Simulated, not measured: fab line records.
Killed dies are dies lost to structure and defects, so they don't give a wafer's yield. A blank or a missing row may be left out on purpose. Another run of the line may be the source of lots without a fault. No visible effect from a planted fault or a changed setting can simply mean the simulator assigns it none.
fab line records | flow n5-finfet | part 1 of 2: steps 1 to 3 of 6
record lots=22 | wafers=66 | last-day=17
route steps=1938 shown BEOL_M4@1039 BEOL_M5@1113
lots with no fault: from the same line, run without faults
start-h: start of the lot's first displayed wafer, in hours after the record's first day | wait-h: hours from the lot's prior step to this one | " as in the row above | L1.1+2: a row that stands for several wafers | - no value present, or no start provided | * or withheld: withheld | < > ~ a bound
route shown NAME@n: NAME is a module with steps in the file, n the number in the route of the first one | usual: mean/standard deviation taken from wafers without a fault | same: alike in all rows | chamber/n: place in a boat | sites: readings site by site | _std_site: the values' standard deviation | _edge_site: the outer-site mean with the inner-site mean subtracted | radius-mm: how far each site lies from the wafer's centre | mask NAME#n: copy n | behind: the last tool/chamber to shape the wafer | hold: reason for holding the lot/hours on hold/outcome of the hold | device: which transistor (n, p or np) failed to switch | end of line: at the end of the route, the tests of the same wafers | step lacking rows: just its recipe | killed: not the wafer's yield, but the dies lost to structure and defects at the first sort | map: per-die view of a wafer (x killed, . not killed, _ where there is no die)
set.NAME: the setting the step ran with; set.NAME@STEP: the setting that earlier step ran with | model.NAME: the simulator's own value behind a step, which no gauge read
route steps across a sampled set of lots; one table per step, one row per wafer
services: a tool's chamber out of use, with start hour (start-h, from the record's first day; less than 0 if before it), hours out, and reason
## steps
# step N5_BEOL_M4_ETCH_63
# recipe chemistry=CF4 | target=SiARC | target-depth-a=156 | mask-material=CAR-EUV | time-s=26 | ion-energy-ev=80 | pressure-mtorr=40 | source-w=545 | bias-w=36 | Ar_flow_sccm=100 | cf4-flow-sccm=100 | ends=cleared
# usual drypump-motor-current-A=5.5/0.5 | etch-rf-on-time-s=26.0/0.56 | oes-product-au=0.67/0.06 | rf-fwd-power-W=532.2/2 | rf-vpp-V=184.0/1.2 | showerhead-plenum-p-Torr=2.13/0.074 | throttle-valve-pct=15.63/0.26
lot.wafer | tool        | chamber | start-h | wait-h | drypump-motor-current-A | etch-rf-on-time-s | oes-product-au | rf-fwd-power-W | rf-hours-counter-h | rf-vpp-V | showerhead-plenum-p-Torr | throttle-valve-pct
L074.2    | rie-diel-01 | 3       | 152.03  | 0.0    | 6.5                     | 25.1              | 0.76           | 531.8          | 39                 | 185.8    | 2.27                     | 15.28
L074.3    | "           | 0       | "       | "      | 5.6                     | 25.6              | 0.63           | 535.1          | 202                | 184.0    | 2.12                     | 15.86
L074.5    | "           | 0       | "       | "      | 5.6                     | 25.8              | 0.63           | 533.2          | -                  | 185.6    | 2.12                     | 15.83
L076.1    | rie-diel-06 | 3       | 168.04  | 0.0    | 4.9                     | 26.7              | 0.69           | 533.0          | 75                 | 183.8    | 2.07                     | 15.20
L076.4    | "           | 1       | "       | "      | 5.4                     | 26.3              | 0.68           | 532.8          | 100                | 183.7    | 2.17                     | 15.65
L076.6    | "           | 3       | "       | "      | 4.9                     | 26.6              | 0.69           | 531.2          | -                  | 183.3    | 2.07                     | 15.20
L075.1    | rie-diel-01 | 1       | 169.21  | 0.0    | 5.7                     | 25.8              | 0.83           | 536.5          | 3                  | 183.5    | 2.11                     | 15.36
L075.3    | "           | 2       | "       | "      | 5.1                     | 26.8              | 0.67           | 530.6          | 106                | 186.2    | 2.25                     | 15.86
L075.5    | "           | 2       | "       | "      | 5.1                     | 26.6              | 0.67           | 530.6          | -                  | 185.3    | 2.25                     | 15.88
L077.2    | rie-diel-06 | 3       | 175.10  | 0.0    | 4.9                     | 26.1              | 0.70           | 533.8          | 77                 | 182.9    | 2.07                     | 15.21
L077.5    | "           | 3       | "       | "      | 4.9                     | 26.4              | 0.69           | 536.0          | -                  | 183.3    | 2.07                     | 15.22
L077.6    | "           | 2       | "       | "      | 5.2                     | 24.8              | 0.70           | 529.9          | -                  | 182.5    | 2.06                     | 15.64
L078.1    | rie-diel-06 | 3       | 175.52  | 0.0    | 4.9                     | 26.5              | 0.70           | 531.3          | 78                 | 184.3    | 2.07                     | 15.21
L078.2    | "           | 0       | "       | "      | 5.0                     | 25.7              | 0.62           | 533.5          | 192                | 185.8    | 2.21                     | 15.83
L078.4    | "           | 2       | "       | "      | 5.2                     | 24.9              | 0.69           | 533.0          | 110                | 184.2    | 2.06                     | 15.65
L079.1    | rie-diel-06 | 1       | 176.30  | 0.0    | 5.3                     | 26.1              | 0.67           | 531.1          | 102                | 182.7    | 2.17                     | 15.64
L079.2    | "           | 2       | "       | "      | 5.2                     | 25.4              | 0.69           | 532.0          | 110                | 183.9    | 2.06                     | 15.66
L079.5    | "           | 3       | "       | "      | 4.9                     | 26.5              | 0.69           | 533.6          | -                  | 184.0    | 2.07                     | 15.19
L081.2    | rie-diel-06 | 3       | 187.09  | 0.0    | 4.9                     | 26.4              | 0.69           | 528.9          | 81                 | 183.7    | 2.07                     | 15.21
L081.4    | "           | 0       | "       | "      | 5.0                     | 26.0              | 0.61           | 531.0          | 195                | 185.2    | 2.21                     | 15.86
L081.5    | "           | 3       | "       | "      | 4.9                     | 26.6              | 0.69           | 529.0          | -                  | 183.3    | 2.07                     | 15.21
L080.2    | rie-diel-01 | 1       | 192.32  | 0.0    | 5.8                     | 26.0              | 0.81           | 538.7          | 11                 | 184.3    | 2.11                     | 15.37
L080.3    | "           | 0       | "       | "      | 5.6                     | 26.3              | 0.61           | 535.2          | 216                | 183.2    | 2.11                     | 15.86
L080.4    | "           | 3       | "       | "      | 6.5                     | 25.6              | 0.74           | 533.9          | 55                 | 186.1    | 2.26                     | 15.33
L082.1    | rie-diel-03 | 2       | 201.81  | 0.0    | 5.8                     | 26.3              | 0.60           | 532.5          | 219                | 182.7    | 2.05                     | 15.89
L082.3    | "           | 3       | "       | "      | 5.8                     | 26.1              | 0.77           | 531.4          | 23                 | 184.8    | 2.18                     | 15.53
L082.6    | "           | 3       | "       | "      | 5.8                     | 26.1              | 0.78           | 532.3          | -                  | 184.5    | 2.18                     | 15.53
L083.1    | rie-diel-03 | 3       | 216.25  | 0.0    | 5.8                     | 26.2              | 0.77           | 532.9          | 28                 | 184.2    | 2.18                     | 15.53
L083.2    | "           | 0       | "       | "      | 6.3                     | 24.9              | 0.60           | 532.9          | 233                | 183.6    | 2.20                     | 15.88
L083.3    | "           | 2       | "       | "      | 5.7                     | 26.2              | 0.60           | 532.6          | 224                | 182.8    | 2.05                     | 15.88
L085.1    | rie-diel-01 | 1       | 217.99  | 0.0    | 5.7                     | 25.3              | 0.79           | 536.2          | 20                 | 184.4    | 2.10                     | 15.39
L085.4    | "           | 3       | "       | "      | 6.5                     | 25.2              | 0.73           | 531.3          | 65                 | 184.5    | 2.26                     | 15.35
L085.5    | "           | 0       | "       | "      | 5.6                     | 25.9              | 0.62           | 535.0          | -                  | 186.5    | 2.11                     | 15.90
L086.2    | rie-diel-01 | 2       | 225.14  | 0.0    | 5.1                     | 26.8              | 0.65           | 534.3          | 129                | 184.7    | 2.24                     | 15.94
L086.4    | "           | 1       | "       | "      | 5.7                     | 25.7              | 0.77           | 536.2          | 23                 | 181.8    | 2.10                     | 15.39
L086.6    | "           | 0       | "       | "      | 5.6                     | 26.4              | 0.61           | 532.2          | -                  | 183.3    | 2.11                     | 15.89
L087.1    | rie-diel-03 | 0       | 243.43  | 0.0    | 6.3                     | 24.9              | 0.60           | 533.6          | 239                | 184.3    | 2.20                     | 15.90
L087.3    | "           | 1       | "       | "      | 4.8                     | 26.1              | 0.67           | 533.1          | 117                | 184.0    | 2.07                     | 15.28
L087.5    | "           | 3       | "       | "      | 5.8                     | 25.9              | 0.75           | 529.9          | -                  | 183.6    | 2.17                     | 15.54
L088.1    | rie-diel-06 | 2       | 246.93  | 0.0    | 5.2                     | 25.7              | 0.67           | 531.6          | 134                | 182.6    | 2.06                     | 15.69
L088.2    | "           | 3       | "       | "      | 4.9                     | 26.7              | 0.67           | 533.5          | 102                | 184.6    | 2.06                     | 15.24
L088.4    | "           | 0       | "       | "      | 5.0                     | 26.2              | 0.61           | 529.6          | 209                | 184.6    | 2.20                     | 15.86
L090.2    | rie-diel-03 | 1       | 250.53  | 0.0    | 4.8                     | 26.7              | 0.66           | 530.8          | 120                | 182.8    | 2.07                     | 15.29
L090.3    | "           | 0       | "       | "      | 6.2                     | 25.2              | 0.60           | 534.2          | 242                | 185.8    | 2.20                     | 15.91
L090.4    | "           | 3       | "       | "      | 5.8                     | 26.1              | 0.75           | 533.2          | 40                 | 185.3    | 2.17                     | 15.56
L091.3    | rie-diel-01 | 3       | 255.55  | 0.0    | 6.5                     | 25.3              | 0.71           | 534.2          | 78                 | 185.2    | 2.26                     | 15.38
L091.4    | "           | 0       | "       | "      | 5.6                     | 26.3              | 0.60           | 533.5          | 237                | 184.3    | 2.11                     | 15.91
L091.6    | "           | 2       | "       | "      | 5.1                     | 26.9              | 0.64           | 533.5          | -                  | 186.1    | 2.24                     | 15.94
L092.1    | rie-diel-06 | 2       | 260.17  | 0.0    | 5.2                     | 25.4              | 0.66           | 529.8          | 142                | 183.3    | 2.05                     | 15.72
L092.2    | "           | 0       | "       | "      | 5.0                     | 26.0              | 0.60           | 531.2          | 216                | 184.7    | 2.20                     | 15.89
L092.5    | "           | 0       | "       | "      | 5.0                     | 26.2              | 0.61           | 530.2          | -                  | 183.4    | 2.20                     | 15.89
L093.4    | rie-diel-03 | 0       | 260.80  | 0.0    | 6.2                     | 25.3              | 0.59           | 532.8          | 246                | 186.2    | 2.20                     | 15.91
L093.5    | "           | 3       | "       | "      | 5.8                     | 26.4              | 0.74           | 532.7          | -                  | 183.6    | 2.17                     | 15.57
L093.6    | "           | 2       | "       | "      | 5.8                     | 26.7              | 0.59           | 530.5          | -                  | 181.7    | 2.04                     | 15.91
L094.2    | rie-diel-03 | 2       | 279.59  | 0.0    | 5.8                     | 26.5              | 0.58           | 529.8          | 249                | 182.7    | 2.04                     | 15.95
L094.3    | "           | 1       | "       | "      | 4.8                     | 26.4              | 0.66           | 530.4          | 132                | 182.5    | 2.06                     | 15.31
L094.4    | "           | 2       | "       | "      | 5.8                     | 26.3              | 0.58           | 531.2          | -                  | 182.3    | 2.04                     | 15.95
L095.1    | rie-diel-01 | 1       | 284.97  | 0.0    | 5.7                     | 25.4              | 0.75           | 534.9          | 42                 | 182.9    | 2.10                     | 15.42
L095.4    | "           | 0       | "       | "      | 5.6                     | 25.8              | 0.61           | 534.0          | 246                | 185.6    | 2.10                     | 15.94
L095.5    | "           | 0       | "       | "      | 5.6                     | 25.9              | 0.60           | 535.2          | -                  | 183.9    | 2.10                     | 15.91
L096.1    | rie-diel-03 | 1       | 290.32  | 0.0    | 4.8                     | 26.4              | 0.65           | 533.1          | 138                | 182.3    | 2.06                     | 15.33
L096.2    | "           | 2       | "       | "      | 5.8                     | 26.3              | 0.58           | 532.5          | 254                | 181.8    | 2.04                     | 15.97
L096.6    | "           | 3       | "       | "      | 5.8                     | 26.3              | 0.73           | 532.5          | -                  | 184.7    | 2.17                     | 15.59
L097.1    | rie-diel-03 | 1       | 290.65  | 0.0    | 4.8                     | 26.5              | 0.65           | 530.2          | 138                | 183.4    | 2.06                     | 15.33
L097.3    | "           | 2       | "       | "      | 5.7                     | 26.4              | 0.58           | 528.9          | 255                | 183.1    | 2.04                     | 15.95
L097.5    | "           | 2       | "       | "      | 5.7                     | 26.5              | 0.58           | 527.9          | -                  | 183.5    | 2.04                     | 15.96
# step N5_BEOL_M4_STRIP_66
# recipe chemistry=CF4 | resist=SiARC | power-w=300 | bias-power-w=75 | pressure-mtorr=50 | cf4-flow-sccm=150 | rf-frequency-hz=6e+07
# usual drypump-motor-current-A=5.5/0.5 | oes-product-au=0.77/0.068 | rf-fwd-power-W=292.6/0.85 | rf-vpp-V=271.1/1.6 | showerhead-plenum-p-Torr=1.79/0.063 | throttle-valve-pct=13.61/0.27
lot.wafer | tool        | chamber | start-h | wait-h | drypump-motor-current-A | oes-product-au | rf-fwd-power-W | rf-hours-counter-h | rf-vpp-V | showerhead-plenum-p-Torr | throttle-valve-pct
L074.2    | rie-diel-01 | 3       | 152.19  | 0.0    | 6.5                     | 0.85           | 293.9          | 40                 | 272.0    | 1.91                     | 13.27
L074.3    | "           | 0       | "       | "      | 5.6                     | 0.72           | 291.0          | 202                | 270.3    | 1.78                     | 13.86
L074.5    | "           | 0       | "       | "      | 5.6                     | 0.72           | 292.4          | -                  | 270.2    | 1.78                     | 13.84
L076.1    | rie-diel-06 | 3       | 168.20  | 0.0    | 4.9                     | 0.81           | 292.3          | 75                 | 270.2    | 1.74                     | 13.19
L076.4    | "           | 1       | "       | "      | 5.4                     | 0.79           | 292.6          | 100                | 269.6    | 1.82                     | 13.58
L076.6    | "           | 3       | "       | "      | 4.9                     | 0.82           | 293.0          | -                  | 268.2    | 1.74                     | 13.18
L075.1    | rie-diel-01 | 1       | 169.38  | 0.0    | 5.7                     | 0.95           | 292.5          | 3                  | 271.0    | 1.77                     | 13.30
L075.3    | "           | 2       | "       | "      | 5.1                     | 0.78           | 293.3          | 106                | 273.3    | 1.88                     | 13.81
L075.5    | "           | 2       | "       | "      | 5.1                     | 0.79           | 293.6          | -                  | 274.0    | 1.88                     | 13.80
L077.2    | rie-diel-06 | 3       | 175.26  | 0.0    | 4.9                     | 0.81           | 292.9          | 77                 | 270.1    | 1.74                     | 13.20
L077.5    | "           | 3       | "       | "      | 4.9                     | 0.82           | 292.8          | -                  | 269.3    | 1.74                     | 13.20
L077.6    | "           | 2       | "       | "      | 5.2                     | 0.78           | 293.2          | -                  | 269.2    | 1.73                     | 13.63
L078.1    | rie-diel-06 | 3       | 175.68  | 0.0    | 4.9                     | 0.81           | 294.3          | 78                 | 270.4    | 1.74                     | 13.20
L078.2    | "           | 0       | "       | "      | 5.0                     | 0.72           | 293.6          | 192                | 273.5    | 1.85                     | 13.85
L078.4    | "           | 2       | "       | "      | 5.2                     | 0.79           | 291.6          | 110                | 270.8    | 1.73                     | 13.63
L079.1    | rie-diel-06 | 1       | 176.46  | 0.0    | 5.3                     | 0.78           | 293.6          | 102                | 271.3    | 1.82                     | 13.59
L079.2    | "           | 2       | "       | "      | 5.2                     | 0.79           | 292.9          | 110                | 269.4    | 1.73                     | 13.63
L079.5    | "           | 3       | "       | "      | 4.9                     | 0.82           | 293.3          | -                  | 270.1    | 1.74                     | 13.20
L081.2    | rie-diel-06 | 3       | 187.25  | 0.0    | 4.9                     | 0.81           | 292.8          | 81                 | 270.1    | 1.74                     | 13.23
L081.4    | "           | 0       | "       | "      | 5.0                     | 0.72           | 291.8          | 195                | 273.5    | 1.85                     | 13.86
L081.5    | "           | 3       | "       | "      | 4.9                     | 0.80           | 292.9          | -                  | 270.8    | 1.74                     | 13.21
L080.2    | rie-diel-01 | 1       | 192.48  | 0.0    | 5.7                     | 0.92           | 291.9          | 11                 | 271.5    | 1.77                     | 13.30
L080.3    | "           | 0       | "       | "      | 5.6                     | 0.72           | 292.1          | 216                | 271.1    | 1.78                     | 13.89
L080.4    | "           | 3       | "       | "      | 6.5                     | 0.83           | 292.8          | 55                 | 271.9    | 1.90                     | 13.31
L082.1    | rie-diel-03 | 2       | 201.97  | 0.0    | 5.8                     | 0.70           | 293.6          | 219                | 270.7    | 1.72                     | 13.88
L082.3    | "           | 3       | "       | "      | 5.8                     | 0.90           | 292.6          | 23                 | 272.5    | 1.83                     | 13.45
L082.6    | "           | 3       | "       | "      | 5.8                     | 0.90           | 291.7          | -                  | 271.2    | 1.83                     | 13.46
L083.1    | rie-diel-03 | 3       | 216.41  | 0.0    | 5.8                     | 0.89           | 292.8          | 28                 | 273.1    | 1.82                     | 13.47
L083.2    | "           | 0       | "       | "      | 6.2                     | 0.68           | 291.5          | 233                | 272.9    | 1.85                     | 13.89
L083.3    | "           | 2       | "       | "      | 5.8                     | 0.69           | 291.2          | 224                | 269.0    | 1.72                     | 13.89
L085.1    | rie-diel-01 | 1       | 218.15  | 0.0    | 5.7                     | 0.90           | 292.6          | 20                 | 271.2    | 1.77                     | 13.32
L085.4    | "           | 3       | "       | "      | 6.5                     | 0.82           | 293.7          | 65                 | 273.2    | 1.90                     | 13.31
L085.5    | "           | 0       | "       | "      | 5.6                     | 0.71           | 293.5          | -                  | 270.9    | 1.78                     | 13.91
L086.2    | rie-diel-01 | 2       | 225.30  | 0.0    | 5.1                     | 0.77           | 291.4          | 129                | 273.0    | 1.87                     | 13.86
L086.4    | "           | 1       | "       | "      | 5.8                     | 0.89           | 292.9          | 23                 | 270.9    | 1.76                     | 13.34
L086.6    | "           | 0       | "       | "      | 5.6                     | 0.70           | 292.9          | -                  | 271.7    | 1.77                     | 13.93
L087.1    | rie-diel-03 | 0       | 243.59  | 0.0    | 6.3                     | 0.68           | 293.0          | 239                | 272.7    | 1.85                     | 13.91
L087.3    | "           | 1       | "       | "      | 4.8                     | 0.78           | 293.8          | 117                | 269.3    | 1.72                     | 13.21
L087.5    | "           | 3       | "       | "      | 5.8                     | 0.88           | 292.7          | -                  | 272.0    | 1.82                     | 13.49
L088.1    | rie-diel-06 | 2       | 247.09  | 0.0    | 5.2                     | 0.76           | 291.9          | 134                | 269.5    | 1.72                     | 13.68
L088.2    | "           | 3       | "       | "      | 4.9                     | 0.79           | 291.5          | 102                | 270.8    | 1.73                     | 13.24
L088.4    | "           | 0       | "       | "      | 5.1                     | 0.70           | 292.1          | 209                | 272.3    | 1.85                     | 13.87
L090.2    | rie-diel-03 | 1       | 250.69  | 0.0    | 4.8                     | 0.77           | 293.3          | 120                | 268.6    | 1.72                     | 13.23
L090.3    | "           | 0       | "       | "      | 6.2                     | 0.68           | 292.5          | 242                | 272.8    | 1.85                     | 13.94
L090.4    | "           | 3       | "       | "      | 5.8                     | 0.87           | 293.1          | 40                 | 270.8    | 1.82                     | 13.49
L091.3    | rie-diel-01 | 3       | 255.71  | 0.0    | 6.5                     | 0.80           | 291.5          | 78                 | 273.8    | 1.90                     | 13.37
L091.4    | "           | 0       | "       | "      | 5.7                     | 0.70           | 292.6          | 237                | 270.0    | 1.77                     | 13.94
L091.6    | "           | 2       | "       | "      | 5.1                     | 0.75           | 293.8          | -                  | 270.2    | 1.87                     | 13.87
L092.1    | rie-diel-06 | 2       | 260.41  | 0.0    | 5.2                     | 0.76           | 292.3          | 142                | 269.2    | 1.72                     | 13.68
L092.2    | "           | 0       | "       | "      | 5.0                     | 0.69           | 291.9          | 216                | 273.2    | 1.85                     | 13.89
L092.5    | "           | 0       | "       | "      | 5.0                     | 0.70           | 293.1          | -                  | 272.7    | 1.85                     | 13.89
L093.4    | rie-diel-03 | 0       | 260.96  | 0.0    | 6.2                     | 0.68           | 294.5          | 246                | 273.6    | 1.85                     | 13.94
L093.5    | "           | 3       | "       | "      | 5.8                     | 0.86           | 292.7          | -                  | 272.3    | 1.82                     | 13.50
L093.6    | "           | 2       | "       | "      | 5.8                     | 0.69           | 291.6          | -                  | 269.3    | 1.71                     | 13.92
L094.2    | rie-diel-03 | 2       | 279.75  | 0.0    | 5.8                     | 0.68           | 293.6          | 249                | 268.1    | 1.71                     | 13.95
L094.3    | "           | 1       | "       | "      | 4.8                     | 0.77           | 293.5          | 132                | 270.2    | 1.72                     | 13.27
L094.4    | "           | 2       | "       | "      | 5.7                     | 0.68           | 292.4          | -                  | 269.8    | 1.71                     | 13.92
L095.1    | rie-diel-01 | 1       | 285.13  | 0.0    | 5.7                     | 0.87           | 292.8          | 42                 | 270.5    | 1.76                     | 13.39
L095.4    | "           | 0       | "       | "      | 5.6                     | 0.70           | 293.4          | 246                | 271.6    | 1.77                     | 13.95
L095.5    | "           | 0       | "       | "      | 5.6                     | 0.69           | 291.7          | -                  | 270.0    | 1.77                     | 13.96
L096.1    | rie-diel-03 | 1       | 290.48  | 0.0    | 4.9                     | 0.76           | 292.9          | 138                | 268.2    | 1.72                     | 13.27
L096.2    | "           | 2       | "       | "      | 5.7                     | 0.67           | 291.5          | 255                | 269.0    | 1.71                     | 13.95
L096.6    | "           | 3       | "       | "      | 5.8                     | 0.85           | 294.1          | -                  | 272.4    | 1.82                     | 13.54
L097.1    | rie-diel-03 | 1       | 290.81  | 0.0    | 4.8                     | 0.76           | 292.3          | 138                | 270.2    | 1.72                     | 13.28
L097.3    | "           | 2       | "       | "      | 5.7                     | 0.67           | 291.7          | 255                | 268.0    | 1.71                     | 13.95
L097.5    | "           | 2       | "       | "      | 5.7                     | 0.67           | 290.9          | -                  | 268.0    | 1.71                     | 13.96
# step N5_BEOL_M4_HM_OPEN_17
# recipe chemistry=Cl2/BCl3 | target-depth-a=200 | overetch-a=60 | target=TiN | mask-material=SOC | ion-energy-ev=150 | pressure-mtorr=10 | icp-w=1000 | bias-w=126 | Cl2_flow_sccm=53.25 | bcl3-flow-sccm=21.75 | Ar_flow_sccm=25
# usual drypump-motor-current-A=6.0/0.63 | oes-product-au=0.58/0.066 | rf-fwd-power-W=994/3.9 | throttle-valve-pct=22.34/0.2
lot.wafer | tool         | chamber | start-h | wait-h | drypump-motor-current-A | oes-product-au | rf-fwd-power-W | rf-hours-counter-h | throttle-valve-pct
L074.2    | rie-metal-03 | 1       | 152.23  | 0.0    | 4.8                     | 0.53           | 994            | 110                | 22.38
L074.3    | "            | 1       | "       | "      | 4.8                     | 0.53           | 992            | -                  | 22.38
L074.5    | "            | 0       | "       | "      | 6.7                     | 0.59           | 1006           | -                  | 22.26
L076.1    | rie-metal-02 | 1       | 168.24  | 0.0    | 6.3                     | 0.57           | 994            | 89                 | 22.65
L076.4    | "            | 0       | "       | "      | 5.9                     | 0.56           | 989            | -                  | 22.38
L076.6    | "            | 1       | "       | "      | 6.3                     | 0.56           | 996            | -                  | 22.64
L075.1    | rie-metal-03 | 1       | 169.42  | 0.0    | 4.8                     | 0.53           | 988            | 112                | 22.38
L075.3    | "            | 0       | "       | "      | 6.7                     | 0.60           | 996            | -                  | 22.24
L075.5    | "            | 1       | "       | "      | 4.8                     | 0.53           | 994            | -                  | 22.38
L077.2    | rie-metal-02 | 1       | 175.30  | 0.0    | 6.2                     | 0.57           | 998            | 90                 | 22.65
L077.5    | "            | 1       | "       | "      | 6.2                     | 0.57           | 996            | -                  | 22.65
L077.6    | "            | 0       | "       | "      | 5.9                     | 0.57           | 993            | -                  | 22.38
L078.1    | rie-metal-03 | 0       | 175.73  | 0.0    | 6.7                     | 0.58           | 987            | 80                 | 22.27
L078.2    | "            | 1       | "       | "      | 4.8                     | 0.53           | 987            | 112                | 22.38
L078.4    | "            | 1       | "       | "      | 4.8                     | 0.53           | 989            | -                  | 22.37
L079.1    | rie-metal-02 | 1       | 176.50  | 0.0    | 6.3                     | 0.57           | 1000           | 90                 | 22.65
L079.2    | "            | 0       | "       | "      | 5.9                     | 0.56           | 990            | 88                 | 22.38
L079.5    | "            | 0       | "       | "      | 6.0                     | 0.56           | 988            | -                  | 22.40
L081.2    | rie-metal-02 | 1       | 187.29  | 0.0    | 6.3                     | 0.56           | 990            | 91                 | 22.65
L081.4    | "            | 0       | "       | "      | 5.9                     | 0.56           | 986            | -                  | 22.39
L081.5    | "            | 0       | "       | "      | 5.9                     | 0.56           | 988            | -                  | 22.40
L080.2    | rie-metal-02 | 0       | 192.52  | 0.0    | 5.9                     | 0.56           | 991            | 89                 | 22.38
L080.3    | "            | 1       | "       | "      | 6.2                     | 0.57           | 992            | -                  | 22.65
L080.4    | "            | 0       | "       | "      | 5.9                     | 0.56           | 996            | -                  | 22.39
L082.1    | rie-metal-01 | 0       | 202.02  | 0.0    | 5.9                     | 0.50           | 998            | 133                | 22.16
L082.3    | "            | 1       | "       | "      | 5.5                     | 0.66           | 997            | -                  | 22.05
L082.6    | "            | 0       | "       | "      | 5.9                     | 0.51           | 995            | -                  | 22.16
L083.1    | rie-metal-03 | 1       | 216.45  | 0.0    | 4.8                     | 0.52           | 992            | 116                | 22.38
L083.2    | "            | 0       | "       | "      | 6.7                     | 0.59           | 994            | 84                 | 22.27
L083.3    | "            | 0       | "       | "      | 6.7                     | 0.58           | 993            | -                  | 22.27
L085.1    | rie-metal-03 | 1       | 218.20  | 0.0    | 4.8                     | 0.52           | 989            | 116                | 22.40
L085.4    | "            | 0       | "       | "      | 6.7                     | 0.58           | 995            | -                  | 22.28
L085.5    | "            | 0       | "       | "      | 6.7                     | 0.58           | 997            | -                  | 22.29
L086.2    | rie-metal-02 | 0       | 225.34  | 0.0    | 5.9                     | 0.56           | 995            | 91                 | 22.39
L086.4    | "            | 1       | "       | "      | 6.2                     | 0.56           | 993            | -                  | 22.67
L086.6    | "            | 0       | "       | "      | 5.9                     | 0.56           | 995            | -                  | 22.39
L087.1    | rie-metal-02 | 1       | 243.64  | 0.0    | 6.3                     | 0.57           | 996            | 95                 | 22.65
L087.3    | "            | 1       | "       | "      | 6.3                     | 0.57           | 996            | -                  | 22.68
L087.5    | "            | 1       | "       | "      | 6.2                     | 0.57           | 995            | -                  | 22.64
L088.1    | rie-metal-03 | 1       | 247.13  | 0.0    | 4.8                     | 0.53           | 984            | 118                | 22.39
L088.2    | "            | 0       | "       | "      | 6.7                     | 0.58           | 992            | 86                 | 22.28
L088.4    | "            | 1       | "       | "      | 4.8                     | 0.52           | 985            | -                  | 22.39
L090.2    | rie-metal-03 | 1       | 250.73  | 0.0    | 4.8                     | 0.52           | 994            | 119                | 22.39
L090.3    | "            | 0       | "       | "      | 6.7                     | 0.57           | 991            | -                  | 22.30
L090.4    | "            | 1       | "       | "      | 4.8                     | 0.52           | 990            | -                  | 22.38
L091.3    | rie-metal-01 | 0       | 255.78  | 0.1    | 5.9                     | 0.80           | 989            | -                  | 21.91
L091.4    | "            | 1       | "       | "      | 5.5                     | 0.66           | 997            | -                  | 22.06
L091.6    | "            | 0       | "       | "      | 5.9                     | 0.80           | 991            | -                  | 21.90
L092.1    | rie-metal-01 | 0       | 260.47  | 0.1    | 5.9                     | 0.81           | 999            | 2                  | 21.91
L092.2    | "            | 1       | "       | "      | 5.5                     | 0.65           | 993            | 47                 | 22.07
L092.5    | "            | 1       | "       | "      | 5.5                     | 0.66           | 991            | -                  | 22.05
L093.4    | rie-metal-02 | 0       | 261.03  | 0.1    | 5.9                     | 0.55           | 991            | -                  | 22.40
L093.5    | "            | 0       | "       | "      | 5.9                     | 0.55           | 992            | -                  | 22.41
L093.6    | "            | 1       | "       | "      | 6.3                     | 0.57           | 1000           | -                  | 22.66
L094.2    | rie-metal-01 | 1       | 279.80  | 0.0    | 5.5                     | 0.65           | 992            | 48                 | 22.06
L094.3    | "            | 0       | "       | "      | 5.9                     | 0.81           | 990            | -                  | 21.89
L094.4    | "            | 1       | "       | "      | 5.5                     | 0.65           | 992            | -                  | 22.05
L095.1    | rie-metal-03 | 0       | 285.17  | 0.0    | 6.7                     | 0.57           | 992            | 90                 | 22.29
L095.4    | "            | 0       | "       | "      | 6.7                     | 0.57           | 995            | -                  | 22.28
L095.5    | "            | 0       | "       | "      | 6.7                     | 0.57           | 994            | -                  | 22.30
L096.1    | rie-metal-03 | 0       | 290.52  | 0.0    | 6.7                     | 0.58           | 997            | 91                 | 22.29
L096.2    | "            | 0       | "       | "      | 6.7                     | 0.57           | 1000           | -                  | 22.29
L096.6    | "            | 0       | "       | "      | 6.7                     | 0.57           | 1000           | -                  | 22.29
L097.1    | rie-metal-03 | 0       | 290.86  | 0.0    | 6.6                     | 0.57           | 999            | 91                 | 22.29
L097.3    | "            | 0       | "       | "      | 6.6                     | 0.57           | 998            | -                  | 22.26
L097.5    | "            | 0       | "       | "      | 6.7                     | 0.58           | 994            | -                  | 22.28
